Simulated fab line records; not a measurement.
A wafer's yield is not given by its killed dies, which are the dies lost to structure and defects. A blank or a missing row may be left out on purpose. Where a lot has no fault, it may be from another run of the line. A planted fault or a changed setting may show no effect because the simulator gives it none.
Struck lot and sound lot, side by side | flow n5-finfet | 39 steps out of a route of 1938
Sound: the wafers L540.3, L540.5, L540.6. Wafers L529.1, L529.4, L529.6 were the ones struck. At the end, the cause is stated.
Each step with rows lists, per side, the tool, then ch with its chambers, then its first start. Under that, the readings that differ: sound wafers | struck wafers | difference of the means | sigmas: that difference in standard deviations of wafers without a fault.
alike: a reading whose means differ by less than 2 such deviations, as well as words and numbers matching on both sides. not compared: withheld readings; readings where some wafer has no value; bounds like >300 that might hide an equal value; numbers whose values overlap and for which the record gives no deviation.
The two part at a step that has a row with sigmas, a row that says differs or no value, or rows on one side only. Numbers that don't overlap but have no deviation are shown without sigmas and don't part them. A reading missing from all wafers of one side parts the sides only when that side holds two or more wafers.

first, 9 steps without rows for these wafers: N5_MOL_CONTACT_COAG_SPUTTER_130 (material Co, target thk 47.5 nm); N5_MOL_CONTACT_COAG_PRECLEAN_125 (cleans in DIW, time 57.5 s); N5_MOL_CONTACT_COAG_SRD_126 (dry time 32 s); N5_MOL_CONTACT_COAG_CMP_23 (polishes, stops on SiO2, t overpolish 1.5 s, target thk 0 nm); N5_MOL_CONTACT_COAG_WET_ETCH_26 (target Co, target depth 13 nm); N5_MOL_CONTACT_COAG_WET_ETCH_116 (etches the open film in SC1-inhibited, target depth 4.6 nm, rinse time 30 s); N5_MOL_CONTACT_COAG_ALD_27 (deposits SiOC, target thk 17 nm, pulse time 1.5 s, time 2720 s); N5_MOL_CONTACT_COAG_CMP_28 (polishes, stops on SiNx, t overpolish 0.85 s, target thk 14.522 nm); N5_MOL_CONTACT_COAG_ALD_123 (deposits SiNx, target thk 5 nm, pulse time 1 s, purge time 2 s).
N5_MOL_CONTACT_COAG_PECVD_31: deposits SiO2 from TEOS/O2, target thk 46 nm, time 8.9 s.
  sound on pecvd-02 ch 0,2, day 11 00:14; struck on pecvd-02 ch 0,1, day 8 06:16
  reading                      | sound             | struck | difference                    | sigmas
  chamber-pressure-Torr (Torr) | 6.502 6.517 6.531 | - - -  | no value on the struck wafers |
  not compared: since-wet-clean-h
then, 19 steps without rows for these wafers: N5_MOL_CONTACT_COAG_COAT_75 (time 60 s, resist thk 60 nm); N5_MOL_CONTACT_COAG_COAT_76 (time 60 s, resist thk 10 nm); N5_MOL_CONTACT_COAG_COAT_77 (time 60 s, resist thk 10 nm); N5_MOL_CONTACT_COAG_COAT_78 (resist thk 40 nm); N5_MOL_CONTACT_COAG_EBR_80; N5_MOL_CONTACT_COAG_SOFTBAKE_79 (time 60 s); N5_MOL_CONTACT_COAG_EXPOSE_81 (exposes mask VG, defocus 0 nm); N5_MOL_CONTACT_COAG_PEB_82 (peb time 60 s); N5_MOL_CONTACT_COAG_DEVELOP_83 (develop time 30 s); N5_MOL_CONTACT_COAG_DESCUM_88 (chemistry O2, time 7 s); N5_MOL_CONTACT_COAG_ETCH_89 (etches underlayer in N2/H2, target depth 13 nm, time 10.4 s); N5_MOL_CONTACT_COAG_ETCH_90 (etches SiARC in CF4, target depth 13 nm, time 21.7 s); N5_MOL_CONTACT_COAG_ALD_131 (deposits SiO2, target thk 5 nm, pulse time 1 s, co reactant pulse time 1 s); N5_MOL_CONTACT_COAG_ETCHBACK_132 (etches SiO2 in CHF3, target depth 10 nm, time 6.7 s); N5_MOL_CONTACT_COAG_ETCH_91 (etches SOC in N2/H2, target depth 60 nm, overetch 21 nm, time 101.2 s); N5_MOL_CONTACT_COAG_STRIP_92 (strips in N2/H2); N5_MOL_CONTACT_COAG_STRIP_93 (strips in N2/H2); N5_MOL_CONTACT_COAG_ETCHBACK_135 (etches SiO2 in CHF3, target depth 25 nm, time 16.7 s); N5_MOL_CONTACT_COAG_STRIP_118 (strips in CHF3).
N5_MOL_CONTACT_COAG_VIA_ETCH_46: etches SiO2 in C4F6/O2, target depth 46 nm, overetch 9.2 nm, time 40 s.
  sound on rie-diel-06 ch 0,1,3, day 11 01:43; struck on rie-diel-06 ch 1,3, day 8 07:38
  reading                  | sound             | struck            | difference | sigmas
  model.etch.depth-nm (nm) | 44.76 45.92 44.93 | 46.26 46.44 46.05 | +1.05      |
  alike: bias-w, drypump-motor-current-A, mfc-ar-sccm, oes-product-au, rf-fwd-power-W, rf-vpp-V, showerhead-plenum-p-Torr, throttle-valve-pct
  not compared: rf-hours-counter-h
then, 5 steps without rows for these wafers: N5_MOL_CONTACT_COAG_STRIP_96 (strips in N2/H2); N5_MOL_CONTACT_COAG_ETCH_47 (etches SiNx in CH3F/O2, stops on W, target depth 27 nm); N5_MOL_CONTACT_COAG_STRIP_119 (strips in N2/H2, time 30 s); N5_MOL_CONTACT_COAG_PRECLEAN_144 (cleans in alkaline clean, time 60 s); N5_MOL_CONTACT_COAG_SRD_145 (time 30 s).
N5_MOL_CONTACT_COAG_CD_MEAS_137: the cd target is 16 nm.
  sound on cd-sem-02 at day 11 02:03; struck on cd-sem-03 at day 8 07:58
  reading    | sound          | struck | difference                    | sigmas
  cd-nm (nm) | 16.3 15.5 16.4 | - - -  | no value on the struck wafers |
N5_MOL_CONTACT_COAG_INSPECT_42: inspects for defects (brightfield).
  sound on defect-inspect-01 at day 11 02:28; struck on defect-inspect-02 at day 8 08:23
  reading          | sound       | struck         | difference | sigmas
  raw-defect-count | 181 263 284 | 1920 1991 1960 | +1714      | +33
N5_BEOL_M4_RC_MEAS_101:
  the record has rows for the sound wafers here (prober-01 ch 0, day 16 01:50) and none for the struck ones
-- here the record skips 10 days between the struck wafers' starts before and after, leaving off in module BEOL_M4 and picking up in module PASSIVATION (first step shown: number 1936 of the route) --
N5_PASSIVATION_PROBE_49:
  sound on prober-02 at day 20 19:24; struck on prober-02 at day 17 20:25
  reading                  | sound          | struck         | difference | sigmas
  defect-limited-yield (%) | 89.2 91.8 91.3 | 0 0 0          | -91        | -65
  killed_at_M0_to_M3       | 44 34 21       | 10 8 4         | -26        | -3
  killed-at-contacts       | 19 7 16        | 1163 1169 1170 | +1153      | +99 or more
  killed-at-front-end      | 49 42 49       | 6 2 5          | -42        | -4
  killed-at-other          | 9 4 5          | 1 0 0          | -6         | -2
  killed-dies              | 127 97 103     | 1180 1180 1180 | +1071      | +63
  killed-on-rim            | 14 17 14       | 152 152 152    | +137       | +32
  killed-open              | 79 55 66       | 10 9 7         | -58        | -4
  killed-short             | 46 41 37       | 7 4 5          | -36        | -5
  sort_bin_5_function (%)  | 6.4 4.6 5.0    | 72.0 73.0 75.9 | +68.3      | +70
  sort-n-pass              | 1053 1083 1077 | 0 0 0          | -1071      | -63
  sort-yield-pct (%)       | 89.2 91.8 91.3 | 0 0 0          | -91        | -65
  alike: killed_at_M4_up, sort_bin_6_memory, sort_bin_8_speed

WHERE THEY PART
Last at N5_PASSIVATION_PROBE_49 as far as this record goes, first at N5_MOL_CONTACT_COAG_PECVD_31.

WHY: what the simulator had put in
At N5_MOL_CONTACT_COAG_PECVD_31, the step was skipped entirely on pecvd-02 from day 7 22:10 on. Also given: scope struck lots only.
